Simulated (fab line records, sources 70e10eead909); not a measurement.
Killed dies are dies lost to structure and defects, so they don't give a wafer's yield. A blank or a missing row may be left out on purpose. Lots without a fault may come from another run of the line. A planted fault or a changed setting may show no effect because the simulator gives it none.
Problem report in the 8D (eight disciplines) form, filled by code | flow nand_harc | the parts of the form that need people (team, actions taken, sign-off) are left out

1. THE PROBLEM
time_to_endpoint_s at NHARC_A_M0_CMP_23 reads a mean of 8 s on 2 wafers of 2 lots; wafers without a fault read 29 s with a standard deviation of 3.3. That is -6.2 standard deviations from the usual mean.
The step: polishes, t overpolish 20 s, target thk 113.75 nm.
First seen on wafer L477.3, day 27 23:54, on cmp-03. The record holds 42 wafers of 14 lots with a number at this step. Rule for "out", or "out of limits": more than 4 standard deviations from the usual mean. The other wafers with a number count as sound.

2. WHAT IT IS AND WHAT IT IS NOT
question                    | is                 | is not
which readings at this step | time_to_endpoint_s | motor_current_A
which lots                  | L477, L478         | L465, L467, L468, L470, L473, L474, L475, L482, L485, L486, L487, L488
which wafers of those lots  | L477.3, L478.6     | L477.1, L477.5, L478.1, L478.5
read on which tools         | cmp-01, cmp-03     | cmp-04
when                        | from day 27 23:54  | up to then (23 sound wafers); but 17 sound wafers of L478, L482, L485, L486, L487, L488 came after

3. SUSPECTS, AND WHAT RULES EACH OUT
Counting: a tool at a process step up to the reading stays a suspect if it ran every lot that is out. Sound lots after the first of them don't rule it out here, since some wafers of a struck lot are sound.
- ecd_cu-01 at NHARC_A_M0_ECD_22 (material Cu, target thk 400 nm): kept. It ran every lot that is out, first L477 (day 27 23:10); its last sound lot up to then is L473 (day 25 21:07).
Left after counting: ecd_cu-01 at NHARC_A_M0_ECD_22.

4. THE CAUSE (what the simulator had put in)
Process parameter drift: ecd_cu-01, from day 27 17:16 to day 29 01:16, at NHARC_A_M0_ECD_22. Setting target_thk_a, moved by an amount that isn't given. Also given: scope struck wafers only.
Counting left only this tool.

5. THE CHAIN OF EFFECTS, in route order
Each row: a reading whose mean over the struck wafers that have a number lies more than 3 standard deviations from the usual. Only readings for which the record gives a usual standard deviation are gone through. hours: the time from each lot's start at the first step in this table that gives one to its start at this step, as a median over the lots. sigmas: the change in usual standard deviations.
hours | step              | reading            | usual | on struck wafers | change | sigmas
0     | NHARC_A_M0_CMP_23 | time_to_endpoint_s | 29 s  | 8                | -20    | -6.2
The process steps in it:
- NHARC_A_M0_CMP_23: polishes, t overpolish 20 s, target thk 113.75 nm.
Later measuring or inspecting steps at which every struck wafer that the step has a row for has a number for every such reading, and none has moved that far: NHARC_A_M0_INSPECT_27, NHARC_A_M1_CD_MEAS_09, NHARC_END_SORT_01.

6. WHAT WOULD HAVE CAUGHT IT SOONER
In this record the first reading out of limits was taken at day 27 23:54, 7 hours after the fault began at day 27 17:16.
Of the lots that are out (2), L478 began NHARC_A_M0_ECD_22 on ecd_cu-01 after day 27 23:54. A hold on the tool at that time would have spared it.
